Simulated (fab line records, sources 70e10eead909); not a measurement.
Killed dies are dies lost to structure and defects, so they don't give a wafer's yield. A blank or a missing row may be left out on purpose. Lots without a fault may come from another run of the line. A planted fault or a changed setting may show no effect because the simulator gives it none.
Chamber matching | flow nand_harc | NHARC_A_BLC_ETCH_18 on rie_diel-08: 4 sister chambers
The step etches the open film in C4F8/O2/Ar, target depth 910 nm. 4 wafers are shown with their chamber, then 7 later ones without.

WAFERS WITH THEIR CHAMBER
wafer  | chamber | rf_vpp_V (V)
L215.4 | 3       | 973
L218.5 | 1       | 977
L222.1 | 2       | 970
L222.3 | 0       | 984

WAFERS WITHOUT THEIR CHAMBER
wafer  | rf_vpp_V (V)
L222.6 | 970
L225.1 | 976
L225.3 | 983
L225.6 | 978
L230.1 | 983
L230.2 | 977
L230.4 | 971

WHICH CHAMBER EACH WENT THROUGH
wafer  | from the rows above     | in truth
L222.6 | 2                       | 2
L225.1 | 1                       | 1
L225.3 | 0                       | 0
L225.6 | 1                       | 1
L230.1 | 0                       | 0
L230.2 | 1                       | 1
L230.4 | can't be placed: 2 or 3 | 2
Placed correctly: 6 of 7. Can't be placed from these rows: 1 (the true chamber is among the candidates in 1). Placed wrongly: 0.
How it was worked out, from the rows above alone: a wafer's distance from a chamber is the root of the sum, over the readings, of the square of ((its reading less the chamber's mean) divided by the reading's scatter). The wafer belongs to the nearest chamber; if the next one is less than 2 further off, it can't be placed. A chamber's mean is the mean of its shown wafers. The scatter: with one shown wafer a chamber, the root of the mean of the squares of how far each hidden wafer lies from its nearest shown one.
